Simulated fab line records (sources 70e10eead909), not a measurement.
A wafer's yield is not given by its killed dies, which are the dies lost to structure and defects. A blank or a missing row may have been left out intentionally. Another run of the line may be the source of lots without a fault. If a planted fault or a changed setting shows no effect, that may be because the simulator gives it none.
fab line records + flow nandHarc
record:
- lots: 13
- wafers: 36
- lastDay: 33
route steps=1302 shown A_STAIRCASE@772
lots untouched by any fault: they come from a run of this same line in which no faults occurred
startH: hours from the record's opening day to when the first of the lot's shown wafers began + waitH: how many hours have passed since the lot's step before this one + " unchanged from the row above + L1.1+2: a single row standing in for several wafers + - no value, or no start given + * or withheld: withheld + < > ~ a bound
route shown NAME@n: a module of which the file shows steps, and the number in the route of the first + usual: mean/standard deviation taken from wafers without a fault + same: alike in all rows + chamber/n: place in a boat + sites: readings site by site + _std_site: how widely they spread, as a standard deviation + _edge_site: the outer-site mean with the inner-site mean subtracted + radiusMm: how far each site lies from the wafer's centre + mask NAME#n: copy n + behind: the tool/chamber that last shaped the wafer + hold: reason for holding the lot/hours on hold/outcome of the hold + device: the transistor (n, p or np) that didn't switch + end of line: the route-end tests of the same wafers + a step without rows: its recipe alone + killed: count of dies lost to structure and defects at first sort (not the wafer's yield) + map: shows each die of a wafer: x if killed, . if not, _ if none is there
set.NAME: the setting that was run; set.NAME@STEP: the one run at that earlier step + model.NAME: the simulator's own value behind a step, which no gauge read
steps of the route over a sample of lots; a table a step, a row a wafer
services: from which hour (startH, from the record's first day; less than 0 if before it) a tool's chamber was out of use, for how many hours, and why
== steps ==
step: NHARC_A_STAIRCASE_HM_DEP_456
recipe:
- targetThkA: 31000
- tempC: 400
- material: aC
usual:
- throttleValvePct: 34.999/0.0097
| lot.wafer | tool      | chamber | startH | waitH | throttleValvePct |
|-----------|-----------|---------|--------|-------|------------------|
| L474.1    | aclDep-02 | 0       | 373.57 | -     | 34.997           |
| L474.3    | "         | 0       | "      | "     | 34.995           |
| L474.5    | "         | 0       | "      | "     | 34.984           |
| L475.1    | aclDep-01 | 0       | 382.25 | -     | 35.001           |
| L475.4    | "         | 0       | "      | "     | 34.996           |
| L475.5    | "         | 0       | "      | "     | 35.002           |
| L477.1    | aclDep-02 | 0       | 404.16 | -     | 35.003           |
| L477.2    | "         | 0       | "      | "     | 35.007           |
| L477.5    | "         | 0       | "      | "     | 35.008           |
| L476.1    | aclDep-01 | 0       | 405.24 | -     | 35.004           |
| L476.2    | "         | 0       | "      | "     | 34.993           |
| L476.5    | "         | 0       | "      | "     | 35.015           |
| L481.1    | aclDep-01 | 0       | 469.32 | -     | 34.985           |
| L481.2    | "         | 0       | "      | "     | 34.993           |
| L481.4    | "         | 0       | "      | "     | 34.996           |
| L480.2    | aclDep-03 | 0       | 471.16 | -     | 35.000           |
| L480.4    | "         | 0       | "      | "     | 34.992           |
| L480.5    | "         | 0       | "      | "     | 34.996           |
| L485.1    | aclDep-03 | 0       | 499.91 | -     | 34.997           |
| L485.5    | "         | 0       | 501.13 | -     | 34.987           |
| L486.2    | aclDep-02 | 0       | 500.99 | -     | 35.014           |
| L486.6    | "         | 0       | 502.23 | -     | 35.003           |
| L487.2    | aclDep-02 | 0       | 523.85 | -     | 35.005           |
| L487.3    | "         | 0       | "      | "     | 34.998           |
| L487.6    | "         | 0       | "      | "     | 34.995           |
| L489.2    | aclDep-01 | 0       | 526.84 | -     | 35.004           |
| L489.3    | "         | 0       | "      | "     | 35.001           |
| L494.1    | aclDep-01 | 0       | 584.33 | -     | 35.002           |
| L494.2    | "         | 0       | "      | "     | 35.015           |
| L494.6    | "         | 0       | 585.85 | -     | 34.998           |
| L495.1    | aclDep-01 | 0       | 590.46 | -     | 35.001           |
| L495.2    | "         | 0       | "      | "     | 34.975           |
| L495.5    | "         | 0       | "      | "     | 35.011           |
| L496.1    | aclDep-03 | 0       | 592.10 | -     | 35.002           |
| L496.3    | "         | 0       | "      | "     | 34.993           |
| L496.4    | "         | 0       | "      | "     | 35.013           |
step: NHARC_A_STAIRCASE_HM_DEP_459
recipe:
- targetThkA: 15000
- tempC: 400
- material: aC
usual:
- throttleValvePct: 34.999/0.0086
| lot.wafer | tool      | chamber | startH | waitH | throttleValvePct |
|-----------|-----------|---------|--------|-------|------------------|
| L474.1    | aclDep-02 | 0       | 381.57 | 2.0   | 35.000           |
| L474.3    | "         | 0       | "      | "     | 34.996           |
| L474.5    | "         | 0       | "      | "     | 34.987           |
| L475.1    | aclDep-02 | 0       | 390.85 | 0.1   | 35.002           |
| L475.4    | "         | 0       | "      | "     | 34.997           |
| L475.5    | "         | 0       | "      | "     | 34.994           |
| L477.1    | aclDep-03 | 0       | 410.06 | 0.1   | 35.008           |
| L477.2    | "         | 0       | "      | "     | 34.996           |
| L477.5    | "         | 0       | "      | "     | 35.014           |
| L476.1    | aclDep-03 | 0       | 412.66 | 0.1   | 34.992           |
| L476.2    | "         | 0       | "      | "     | 34.994           |
| L476.5    | "         | 0       | "      | "     | 34.999           |
| L481.1    | aclDep-03 | 0       | 477.93 | 2.0   | 35.002           |
| L481.2    | "         | 0       | "      | "     | 35.005           |
| L481.4    | "         | 0       | "      | "     | 34.994           |
| L480.2    | aclDep-03 | 0       | 480.08 | 3.5   | 35.005           |
| L480.4    | "         | 0       | "      | "     | 34.996           |
| L480.5    | "         | 0       | "      | "     | 35.023           |
| L485.1    | aclDep-03 | 0       | 505.69 | 0.1   | 34.995           |
| L485.5    | "         | 0       | 506.92 | 1.3   | 34.994           |
| L486.2    | aclDep-03 | 0       | 507.84 | 1.3   | 34.991           |
| L486.6    | "         | 0       | 509.07 | 2.5   | 34.994           |
| L487.2    | aclDep-01 | 0       | 531.33 | 0.4   | 35.009           |
| L487.3    | "         | 0       | "      | "     | 35.001           |
| L487.6    | "         | 0       | "      | "     | 34.996           |
| L489.2    | aclDep-03 | 0       | 535.69 | 0.4   | 34.986           |
| L489.3    | "         | 0       | "      | "     | 34.981           |
| L494.1    | aclDep-02 | 0       | 591.03 | 0.9   | 35.011           |
| L494.2    | "         | 0       | "      | "     | 35.004           |
| L494.6    | "         | 0       | 592.56 | 2.4   | 34.997           |
| L495.1    | aclDep-02 | 0       | 597.20 | 0.7   | 35.003           |
| L495.2    | "         | 0       | "      | "     | 35.005           |
| L495.5    | "         | 0       | "      | "     | 34.999           |
| L496.1    | aclDep-01 | 0       | 599.04 | 0.7   | 35.002           |
| L496.3    | "         | 0       | "      | "     | 34.992           |
| L496.4    | "         | 0       | "      | "     | 34.994           |
step: NHARC_A_STAIRCASE_ETCH_292
recipe:
- cf4FlowSccm: 100
- chf3FlowSccm: 30
- arFlowSccm: 0
- rfW: 500
- biasW: 200
- chemistry: CF4/CHF3
usual:
- drypumpMotorCurrentA: 5.6/0.4
- oesProductAu: 0.939/0.023
- rfVppV: 370.0/1.4
- showerheadPlenumPTorr: 1.56/0.037
- throttleValvePct: 16.804/0.0084
| lot.wafer | tool       | chamber | startH | waitH | drypumpMotorCurrentA | oesProductAu | rfHoursCounterH | rfVppV | showerheadPlenumPTorr | throttleValvePct |
|-----------|------------|---------|--------|-------|----------------------|--------------|-----------------|--------|-----------------------|------------------|
| L474.3    | rieDiel-11 | 3       | 384.39 | 0.1   | 5.1                  | 0.993        | 42              | 371.0  | 1.57                  | 16.786           |
| L474.1    | "          | 1       | "      | "     | 5.8                  | 0.967        | 39              | 369.3  | 1.55                  | 16.806           |
| L474.5    | "          | 2       | "      | "     | 5.3                  | 0.988        | -               | 369.7  | 1.54                  | 16.804           |
| L475.1    | rieDiel-07 | 2       | 393.78 | 0.1   | 5.4                  | 0.935        | 30              | 373.2  | 1.66                  | 16.809           |
| L475.4    | "          | 0       | "      | "     | 6.3                  | 0.926        | 31              | 370.7  | 1.53                  | 16.795           |
| L475.5    | "          | 2       | "      | "     | 5.4                  | 0.944        | -               | 373.1  | 1.66                  | 16.809           |
| L477.1    | rieDiel-07 | 0       | 413.11 | 0.1   | 6.3                  | 0.927        | 38              | 369.7  | 1.53                  | 16.800           |
| L477.2    | "          | 1       | "      | "     | 6.1                  | 0.925        | 37              | 368.5  | 1.54                  | 16.823           |
| L477.5    | "          | 1       | "      | "     | 6.1                  | 0.917        | -               | 370.4  | 1.54                  | 16.806           |
| L476.2    | rieDiel-11 | 2       | 415.73 | 0.1   | 5.3                  | 0.930        | 54              | 369.0  | 1.54                  | 16.819           |
| L476.1    | "          | 0       | "      | "     | 5.7                  | 0.906        | 46              | 369.6  | 1.57                  | 16.816           |
| L476.5    | "          | 2       | "      | "     | 5.3                  | 0.921        | -               | 369.4  | 1.54                  | 16.800           |
| L481.2    | rieDiel-08 | 1       | 480.87 | 0.1   | 5.6                  | 0.949        | 30              | 370.4  | 1.56                  | 16.799           |
| L481.1    | "          | 2       | "      | "     | 6.2                  | 0.940        | 27              | 369.3  | 1.54                  | 16.803           |
| L481.4    | "          | 3       | "      | "     | 5.9                  | 0.942        | 32              | 369.3  | 1.53                  | 16.801           |
| L480.2    | rieDiel-11 | 2       | 482.66 | 0.1   | 5.4                  | 0.933        | 15              | 369.5  | 1.53                  | 16.828           |
| L480.4    | "          | 3       | "      | "     | 5.1                  | 0.954        | 16              | 370.6  | 1.57                  | 16.801           |
| L480.5    | "          | 0       | "      | "     | 5.7                  | 0.921        | -               | 369.6  | 1.56                  | 16.799           |
| L485.1    | rieDiel-11 | 1       | 508.69 | 0.1   | 5.9                  | 0.840        | 20              | 367.6  | 1.54                  | 16.794           |
| L485.5    | "          | 1       | "      | "     | 5.9                  | 0.839        | -               | 368.9  | 1.54                  | 16.798           |
| L486.2    | rieDiel-11 | 1       | 510.49 | 0.1   | 5.8                  | 0.964        | 20              | 369.5  | 1.54                  | 16.807           |
| L486.6    | "          | 0       | "      | "     | 5.7                  | 0.967        | -               | 370.8  | 1.56                  | 16.803           |
| L487.2    | rieDiel-07 | 0       | 534.91 | 0.2   | 6.3                  | 0.897        | 22              | 371.3  | 1.52                  | 16.811           |
| L487.3    | "          | 3       | "      | "     | 5.0                  | 0.925        | 21              | 369.5  | 1.54                  | 16.809           |
| L487.6    | "          | 0       | "      | "     | 6.3                  | 0.912        | -               | 368.7  | 1.52                  | 16.811           |
| L489.3    | rieDiel-11 | 1       | 538.33 | 0.1   | 5.8                  | 0.984        | 36              | 370.1  | 1.53                  | 16.815           |
| L489.2    | "          | 2       | "      | "     | 5.3                  | 0.968        | 39              | 368.7  | 1.53                  | 16.801           |
| L494.2    | rieDiel-07 | 1       | 593.93 | 0.1   | 6.1                  | 0.916        | 33              | 369.0  | 1.53                  | 16.806           |
| L494.1    | "          | 3       | "      | "     | 5.0                  | 0.930        | 30              | 369.9  | 1.54                  | 16.810           |
| L494.6    | "          | 1       | "      | "     | 6.1                  | 0.925        | -               | 370.3  | 1.53                  | 16.819           |
| L495.2    | rieDiel-07 | 0       | 600.02 | 0.1   | 6.3                  | 0.952        | 40              | 367.7  | 1.52                  | 16.801           |
| L495.1    | "          | 2       | "      | "     | 5.4                  | 0.974        | 37              | 372.6  | 1.65                  | 16.830           |
| L495.5    | "          | 0       | "      | "     | 6.3                  | 0.955        | -               | 369.5  | 1.52                  | 16.795           |
| L496.4    | rieDiel-08 | 2       | 601.85 | 0.1   | 6.2                  | 0.965        | 14              | 369.6  | 1.53                  | 16.801           |
| L496.1    | "          | 0       | "      | "     | 5.5                  | 0.963        | 13              | 368.8  | 1.55                  | 16.803           |
| L496.3    | "          | 1       | "      | "     | 5.6                  | 0.971        | 16              | 370.1  | 1.55                  | 16.800           |
step: NHARC_A_STAIRCASE_ETCH_452
recipe:
- targetDepthA: 300
- overetchA: 30
- timeS: 16.5
- ionEnergyEv: 100
- cf4FlowSccm: 80
- o2FlowSccm: 20
- arFlowSccm: 0
- rfW: 300
- biasW: 100
- chemistry: CF4/O2
usual:
- drypumpMotorCurrentA: 5.6/0.4
- oesProductAu: 0.998/0.01
- rfVppV: 197.4/1
- showerheadPlenumPTorr: 1.32/0.031
- throttleValvePct: 13.396/0.0093
| lot.wafer | tool       | chamber | startH | waitH | drypumpMotorCurrentA | oesProductAu | rfHoursCounterH | rfVppV | showerheadPlenumPTorr | throttleValvePct |
|-----------|------------|---------|--------|-------|----------------------|--------------|-----------------|--------|-----------------------|------------------|
| L474.1    | rieDiel-11 | 1       | -      | -     | 5.8                  | 1.008        | 40              | 197.1  | 1.31                  | 13.412           |
| L474.3    | "          | 2       | "      | "     | 5.4                  | 1.004        | 41              | 196.8  | 1.31                  | 13.406           |
| L474.5    | "          | 0       | "      | "     | 5.7                  | 0.990        | -               | 196.9  | 1.33                  | 13.386           |
| L475.4    | rieDiel-07 | 2       | -      | -     | 5.4                  | 1.018        | 30              | 199.5  | 1.41                  | 13.387           |
| L475.1    | "          | 1       | "      | "     | 6.1                  | 0.998        | 30              | 196.8  | 1.31                  | 13.396           |
| L475.5    | "          | 2       | "      | "     | 5.4                  | 1.020        | -               | 197.9  | 1.41                  | 13.391           |
| L477.2    | rieDiel-07 | 0       | -      | -     | 6.2                  | 0.988        | 38              | 196.6  | 1.30                  | 13.401           |
| L477.1    | "          | 1       | "      | "     | 6.1                  | 0.984        | 37              | 196.6  | 1.31                  | 13.383           |
| L477.5    | "          | 1       | "      | "     | 6.1                  | 0.989        | -               | 197.7  | 1.31                  | 13.385           |
| L476.2    | rieDiel-11 | 2       | -      | -     | 5.3                  | 0.987        | 54              | 197.7  | 1.30                  | 13.389           |
| L476.1    | "          | 1       | "      | "     | 5.8                  | 0.992        | 50              | 197.3  | 1.31                  | 13.392           |
| L476.5    | "          | 3       | "      | "     | 5.1                  | 0.990        | -               | 197.7  | 1.33                  | 13.411           |
| L481.1    | rieDiel-08 | 2       | -      | -     | 6.2                  | 1.006        | 27              | 196.4  | 1.30                  | 13.398           |
| L481.2    | "          | 3       | "      | "     | 5.9                  | 0.996        | 32              | 197.4  | 1.29                  | 13.401           |
| L481.4    | "          | 0       | "      | "     | 5.5                  | 0.999        | 30              | 199.0  | 1.32                  | 13.405           |
| L480.4    | rieDiel-11 | 3       | -      | -     | 5.1                  | 1.012        | 17              | 197.0  | 1.33                  | 13.404           |
| L480.2    | "          | 2       | "      | "     | 5.4                  | 0.989        | 15              | 197.1  | 1.30                  | 13.389           |
| L480.5    | "          | 3       | "      | "     | 5.1                  | 1.007        | -               | 197.0  | 1.33                  | 13.400           |
| L485.1    | rieDiel-11 | 2       | -      | -     | 5.3                  | 0.993        | 21              | 197.2  | 1.30                  | 13.396           |
| L485.5    | "          | 0       | "      | "     | 5.7                  | 0.990        | -               | 197.6  | 1.32                  | 13.398           |
| L486.2    | rieDiel-11 | 0       | -      | -     | 5.7                  | 0.994        | 22              | 197.2  | 1.33                  | 13.383           |
| L486.6    | "          | 2       | "      | "     | 5.3                  | 0.998        | -               | 197.9  | 1.30                  | 13.384           |
| L487.3    | rieDiel-07 | 1       | -      | -     | 6.1                  | 0.992        | 19              | 197.9  | 1.30                  | 13.393           |
| L487.2    | "          | 2       | "      | "     | 5.4                  | 1.003        | 18              | 196.9  | 1.40                  | 13.387           |
| L487.6    | "          | 2       | "      | "     | 5.4                  | 0.999        | -               | 199.0  | 1.40                  | 13.394           |
| L489.2    | rieDiel-11 | 1       | -      | -     | 5.8                  | 1.002        | 36              | 197.3  | 1.30                  | 13.414           |
| L489.3    | "          | 0       | "      | "     | 5.7                  | 0.988        | 39              | 198.3  | 1.32                  | 13.403           |
| L494.2    | rieDiel-07 | 3       | -      | -     | 5.0                  | 1.006        | 30              | 196.4  | 1.31                  | 13.386           |
| L494.1    | "          | 1       | "      | "     | 6.1                  | 0.996        | 33              | 197.9  | 1.30                  | 13.392           |
| L494.6    | "          | 0       | "      | "     | 6.3                  | 0.987        | -               | 195.0  | 1.28                  | 13.391           |
| L495.2    | rieDiel-07 | 2       | -      | -     | 5.4                  | 1.010        | 37              | 199.2  | 1.40                  | 13.409           |
| L495.1    | "          | 1       | "      | "     | 6.1                  | 1.006        | 36              | 196.6  | 1.30                  | 13.401           |
| L495.5    | "          | 2       | "      | "     | 5.4                  | 1.004        | -               | 199.1  | 1.40                  | 13.400           |
| L496.1    | rieDiel-08 | 3       | -      | -     | 5.9                  | 0.995        | 11              | 197.6  | 1.29                  | 13.399           |
| L496.4    | "          | 0       | "      | "     | 5.4                  | 0.997        | 14              | 198.4  | 1.31                  | 13.406           |
| L496.3    | "          | 1       | "      | "     | 5.6                  | 0.993        | 16              | 195.9  | 1.32                  | 13.407           |
== services ==
| tool       | chamber | startH | hours | kind   |
|------------|---------|--------|-------|--------|
| rieDiel-07 | 0       | 355.08 | -     | clean  |
| rieDiel-07 | 1       | 355.08 | -     | clean  |
| rieDiel-07 | 2       | 355.08 | -     | clean  |
| rieDiel-07 | 3       | 355.08 | -     | clean  |
| rieDiel-11 | 0       | 364.16 | -     | clean  |
| rieDiel-11 | 1       | 364.16 | -     | clean  |
| rieDiel-11 | 2       | 364.16 | -     | clean  |
| rieDiel-11 | 3       | 364.16 | -     | clean  |
| aclDep-01  | -       | 366.88 | 13.0  | pm     |
| rieDiel-11 | -       | 369.59 | 0.5   | repair |
| rieDiel-08 | -       | 376.42 | 9.0   | pm     |
| rieDiel-07 | 2       | 409.37 | 8.9   | repair |
| aclDep-02  | -       | 422.42 | 13.0  | pm     |
| rieDiel-11 | -       | 432.55 | 9.0   | pm     |
| aclDep-02  | -       | 450.93 | 3.9   | repair |
| rieDiel-08 | 0       | 456.02 | 8.7   | repair |
| rieDiel-07 | -       | 474.08 | 9.0   | pm     |
| aclDep-03  | -       | 482.04 | 13.0  | pm     |
| rieDiel-08 | 3       | 508.36 | 2.5   | repair |
| rieDiel-08 | 2       | 527.73 | 2.6   | repair |
| rieDiel-07 | 3       | 537.09 | 21.7  | repair |
| aclDep-01  | -       | 548.85 | 13.0  | pm     |
| rieDiel-08 | -       | 553.42 | 9.0   | pm     |
| rieDiel-07 | 3       | 597.56 | 16.1  | repair |
== key ==
firstSign:
- step: NHARC_A_STAIRCASE_ETCH_292
- reading: oesProductAu
- direction: down
- sigmas: 4.4
- usual: 0.939
- struck: 0.839
effect none on later readings
metAt NHARC_A_STAIRCASE_ETCH_292
struckLots L485
struckWafers L485.1,L485.5
laterRowsLeftOut L485.1,L485.5
sortLeftOut L485.1,L485.5
testerLeftOut L485
notActingAt NHARC_A_STAIRCASE_HM_DEP_456,NHARC_A_STAIRCASE_HM_DEP_459,NHARC_A_STAIRCASE_ETCH_452
onsetBetween 482.66 508.69
fault:
- kind: processParameterDrift
- tool: rieDiel-11
- chamber: -
- onsetH: 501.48
- steps: NHARC_A_STAIRCASE_ETCH_292
- channel: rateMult
- offset: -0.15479
- shape: step
- endH: 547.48
- scope: struckWafersOnly
testerLeftOut: of these lots the tester's yield and bins aren't shown, on N5 and GAA mostly nor the transistor test; their killed dies are dies lost to structure and defects alone, not to doping, threshold or leakage, so they don't give the yield
sortLeftOut: the simulated sort isn't trusted on such a fault, so these wafers' sort isn't shown, and their yield isn't known
laterRowsLeftOut: the simulator's readings of these wafers behind a module that went badly wrong aren't trusted and aren't shown, but for the sort
